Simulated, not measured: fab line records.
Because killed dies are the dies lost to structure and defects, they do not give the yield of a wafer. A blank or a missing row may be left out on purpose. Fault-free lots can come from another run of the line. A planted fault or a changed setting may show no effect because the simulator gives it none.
Struck lot and sound lot, side by side + flow n5 finfet + 36 out of 1938 route steps
Sound: these wafers, L636.4, L636.5, L636.6. Struck: wafers L630.4, L630.5, L630.6. The cause is named last.
At each step with rows: each side's tool, then ch and its chambers, then its first start. Under that, the readings that differ: sound wafers + struck wafers + difference of the means + sigmas: that difference in standard deviations of wafers without a fault.
alike: same words and numbers on both sides, and readings whose means sit less than 2 such deviations apart. not compared: any withheld reading, any reading some wafer has no value for, any bound like >300 that may hide the same value, and any number with overlapping values for which the record gives no deviation.
Wherever a step has rows on one side only, a row that says differs or no value, or a row with sigmas, the two part there. Non-overlapping numbers with no deviation appear without sigmas and do not part them. Lack of a reading on every wafer of one side parts them only where that side has two or more wafers.

first, 9 steps without rows for these wafers: N5_MOL_CONTACT_COAG_COAT_78 (resist thk 40 nm); N5_MOL_CONTACT_COAG_EBR_80; N5_MOL_CONTACT_COAG_SOFTBAKE_79 (time 60 s); N5_MOL_CONTACT_COAG_EXPOSE_81 (exposes mask VG, defocus 0 nm); N5_MOL_CONTACT_COAG_PEB_82 (peb time 60 s); N5_MOL_CONTACT_COAG_DEVELOP_83 (develop time 30 s); N5_MOL_CONTACT_COAG_DESCUM_88 (chemistry O2, time 7 s); N5_MOL_CONTACT_COAG_ETCH_89 (etches underlayer in N2/H2, target depth 13 nm, time 10.4 s); N5_MOL_CONTACT_COAG_ETCH_90 (etches SiARC in CF4, target depth 13 nm, time 21.7 s).
N5_MOL_CONTACT_COAG_ALD_131: deposits SiO2, target thk 5 nm, pulse time 1 s, co reactant pulse time 1 s.
  sound on ald sin-03 ch 0,3, day 10 01:04; struck on ald sin-01 ch 1,2,3, day 8 15:36
  no value came back on the struck wafers for ald cycles, chamber pressure Torr (Torr), heater power w (W), precursor pulse height rel; on the sound wafers ald cycles reads 35 35 35
then, 12 steps without rows for these wafers: N5_MOL_CONTACT_COAG_ETCHBACK_132 (etches SiO2 in CHF3, target depth 10 nm, time 6.7 s); N5_MOL_CONTACT_COAG_ETCH_91 (etches SOC in N2/H2, target depth 60 nm, overetch 21 nm, time 101.2 s); N5_MOL_CONTACT_COAG_STRIP_92 (strips in N2/H2); N5_MOL_CONTACT_COAG_STRIP_93 (strips in N2/H2); N5_MOL_CONTACT_COAG_ETCHBACK_135 (etches SiO2 in CHF3, target depth 25 nm, time 16.7 s); N5_MOL_CONTACT_COAG_STRIP_118 (strips in CHF3); N5_MOL_CONTACT_COAG_VIA_ETCH_46 (etches SiO2 in C4F6/O2, target depth 46 nm, overetch 9.2 nm, time 40 s); N5_MOL_CONTACT_COAG_STRIP_96 (strips in N2/H2); N5_MOL_CONTACT_COAG_ETCH_47 (etches SiNx in CH3F/O2, stops on W, target depth 27 nm); N5_MOL_CONTACT_COAG_STRIP_119 (strips in N2/H2, time 30 s); N5_MOL_CONTACT_COAG_PRECLEAN_144 (cleans in alkaline clean, time 60 s); N5_MOL_CONTACT_COAG_SRD_145 (time 30 s).
N5_MOL_CONTACT_COAG_CD_MEAS_137: target cd 16 nm.
  sound on cd sem-01 at day 10 01:44; struck on cd sem-01 at day 8 16:17
| reading    | sound          | struck | difference                    | sigmas |
|------------|----------------|--------|-------------------------------|--------|
| cd nm (nm) | 16.5 15.8 16.1 | - - -  | no value on the struck wafers |        |
then, 9 steps without rows for these wafers: N5_MOL_CONTACT_COAG_COAT_62 (time 60 s, resist thk 60 nm); N5_MOL_CONTACT_COAG_COAT_63 (time 60 s, resist thk 10 nm); N5_MOL_CONTACT_COAG_COAT_64 (time 60 s, resist thk 10 nm); N5_MOL_CONTACT_COAG_COAT_34 (resist thk 40 nm); N5_MOL_CONTACT_COAG_EBR_36; N5_MOL_CONTACT_COAG_SOFTBAKE_35 (time 60 s); N5_MOL_CONTACT_COAG_EXPOSE_37 (exposes mask VD, defocus 0 nm); N5_MOL_CONTACT_COAG_PEB_38 (peb time 60 s); N5_MOL_CONTACT_COAG_DEVELOP_39 (develop time 30 s).
N5_MOL_CONTACT_COAG_INSPECT_42: inspects for defects (brightfield).
  sound on defect inspect-01 at day 10 02:09; struck on defect inspect-02 at day 8 16:49
| reading          | sound       | struck         | difference | sigmas |
|------------------|-------------|----------------|------------|--------|
| raw defect count | 115 211 130 | 2024 2068 2065 | +1900      | +29    |
then, 1 step without rows for these wafers: N5_MOL_CONTACT_COAG_DESCUM_45 (chemistry O2, time 7 s).
N5_BEOL_M4_RC_MEAS_101:
  the record has rows for the sound wafers here (prober-01 ch 0, day 13 00:51) and none for the struck ones
-- the record jumps here: 7 days lie between the struck wafers' starts before and after (it left off in module BEOL_M4 and takes up again in module PASSIVATION, whose first step shown is number 1936 of the route) --
N5_PASSIVATION_PROBE_49:
  sound on prober-01 at day 17 14:17; struck on prober-02 at day 15 10:41
| reading                  | sound          | struck         | difference | sigmas      |
|--------------------------|----------------|----------------|------------|-------------|
| defect limited yield (%) | 88.1 90.7 88.9 | 0 0 0          | -89        | -64         |
| killed_at_M0_to_M3       | 45 34 38       | 2 7 7          | -34        | -4          |
| killed_at_M4_up          | 19 22 16       | 5 3 3          | -15        | -3          |
| killed at contacts       | 22 14 18       | 1166 1166 1166 | +1148      | +99 or more |
| killed at front end      | 52 29 55       | 4 4 4          | -41        | -3          |
| killed dies              | 140 110 131    | 1180 1180 1180 | +1053      | +66         |
| killed on rim            | 13 14 21       | 152 152 152    | +136       | +36         |
| killed open              | 94 68 87       | 11 9 9         | -73        | -6          |
| killed short             | 46 41 43       | 4 6 8          | -37        | -5          |
| sort_bin_5_function (%)  | 6.6 5.9 6.2    | 71.9 72.9 71.6 | +65.9      | +69         |
| sort n pass              | 1040 1070 1049 | 0 0 0          | -1053      | -66         |
| sort yield pct (%)       | 88.1 90.7 88.9 | 0 0 0          | -89        | -64         |
  alike: killed at other, sort_bin_6_memory

== WHERE THEY PART ==
First at N5_MOL_CONTACT_COAG_ALD_131; last, within this record, at N5_PASSIVATION_PROBE_49.

WHY: the cause the simulator had injected
Entire step skipped (ald sin-01, N5_MOL_CONTACT_COAG_ALD_131), from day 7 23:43 onward. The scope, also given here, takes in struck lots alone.
